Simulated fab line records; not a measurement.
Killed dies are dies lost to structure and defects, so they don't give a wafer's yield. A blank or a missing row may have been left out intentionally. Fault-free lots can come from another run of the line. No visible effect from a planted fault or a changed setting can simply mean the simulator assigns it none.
Comparing a struck lot with a sound one | flow nand harc | 14 out of 1302 route steps
Sound: wafers L173.1, L173.5, L173.6. Struck: wafer L186.5. (L186.1, L186.4 of the same lot were not struck and are left out.) The cause comes at the end.
Order at every step that has rows: each side's tool, ch and its chambers, its first start. Under that, the readings that differ: sound wafers | struck wafers | difference of the means | sigmas: that difference in standard deviations of wafers without a fault.
alike: readings whose means differ by less than 2 such deviations, and words and numbers that are the same on both sides. not compared: withheld readings, readings that some wafer has no value for, bounds like >300 that may hide the same value, and numbers for which the record gives no deviation and whose values overlap.
Wherever a step has rows on one side only, a row that says differs or no value, or a row with sigmas, the two part there. Numbers that have no deviation but don't overlap get no sigmas and don't part them. A reading that every wafer of one side lacks parts them only if that side has two wafers or more.

NHARC_A_CHANNEL_HOLE_D1_CD_MEAS_30:
  struck on cd sem-02, day 16 08:11; sound on cd sem-01, day 10 09:25
  alike: cd nm
NHARC_A_CHANNEL_HOLE_D1_XSEM_31:
  sound on xsem-02 ch 0, day 10 09:31; struck on xsem-01 ch 0, day 16 08:16
  alike: bot cd nm, bow nm, tilt deg
NHARC_A_CHANNEL_HOLE_D1_INSPECT_40:
  struck on defect inspect-02, day 16 08:22; sound on defect inspect-01, day 10 09:37
  alike: raw defect count
then, 2 steps without rows for these wafers: NHARC_A_CHANNEL_FILL_D1_PRECLEAN_00 (cleans in SC1); NHARC_A_CHANNEL_FILL_D1_SRD_01.
NHARC_A_CHANNEL_FILL_D1_ALD_02: deposits SiO2, target thk 6 nm, pulse time 10 s, ald cycles 60.
  sound on ald hk-04 ch 0,3, day 10 09:49; struck on ald hk-04 ch 3, day 16 08:38
  alike: heater power w, precursor pulse height rel
NHARC_A_CHANNEL_FILL_D1_ALD_03: deposits SiNx, target thk 6 nm, pulse time 60 s, ald cycles 58.
  sound: ald sin batch-02 ch 0; struck: ald sin batch-03 ch 0
  alike: precursor pulse height rel
NHARC_A_CHANNEL_FILL_D1_ALD_14: deposits SiO2, target thk 2.5 nm, pulse time 10 s, ald cycles 25.
  sound on ald hk-01 ch 0,1, day 10 15:28; struck on ald hk-01 ch 0, day 16 15:41
  reading                    | sound             | struck | difference | sigmas
  precursor pulse height rel | 1.003 1.040 1.014 | 0.980  | -0.039     | -2
  alike: heater power w
then, 1 step without rows for these wafers: NHARC_A_CHANNEL_FILL_D1_ALD_15 (deposits SiNx, target thk 2 nm, pulse time 60 s, ald cycles 19).
NHARC_A_CHANNEL_FILL_D1_ALD_16: deposits SiO2, target thk 1.5 nm, pulse time 10 s, ald cycles 15.
  sound on ald hk-04 ch 1,2, day 10 20:39; struck on ald hk-04 ch 0, day 16 21:07
  alike: heater power w, precursor pulse height rel
then, 2 steps without rows for these wafers: NHARC_A_CHANNEL_FILL_D1_ANNEAL_17 (time 1800 s); NHARC_A_CHANNEL_FILL_D1_CVD_18 (deposits poly-Si, target thk 3 nm).
NHARC_A_CHANNEL_FILL_D1_ETCHBACK_19: etches the open film in HBr/Cl2, target depth 5 nm, time 1.7 s.
  sound on rie si-06 ch 1,2, day 11 08:23; struck on rie si-03 ch 2, day 17 08:50
  reading                     | sound             | struck | difference | sigmas
  drypump motor current A (A) | 5.2 5.2 5.4       | 6.5    | +1.2       | +3
  oes product au (a.u.)       | 1.017 1.026 0.995 | 0.768  | -0.245     | -15
  alike: bias w, throttle valve pct
  not compared: rf hours counter h
then, 1 step without rows for these wafers: NHARC_A_CHANNEL_FILL_D1_ETCHBACK_20 (etches the open film in C4F8/O2/Ar, target depth 27 nm, time 13.5 s).

== WHERE THEY PART ==
Last at NHARC_A_CHANNEL_FILL_D1_ETCHBACK_19 as far as this record goes, first at NHARC_A_CHANNEL_FILL_D1_ALD_14.

WHY: the cause the simulator had injected
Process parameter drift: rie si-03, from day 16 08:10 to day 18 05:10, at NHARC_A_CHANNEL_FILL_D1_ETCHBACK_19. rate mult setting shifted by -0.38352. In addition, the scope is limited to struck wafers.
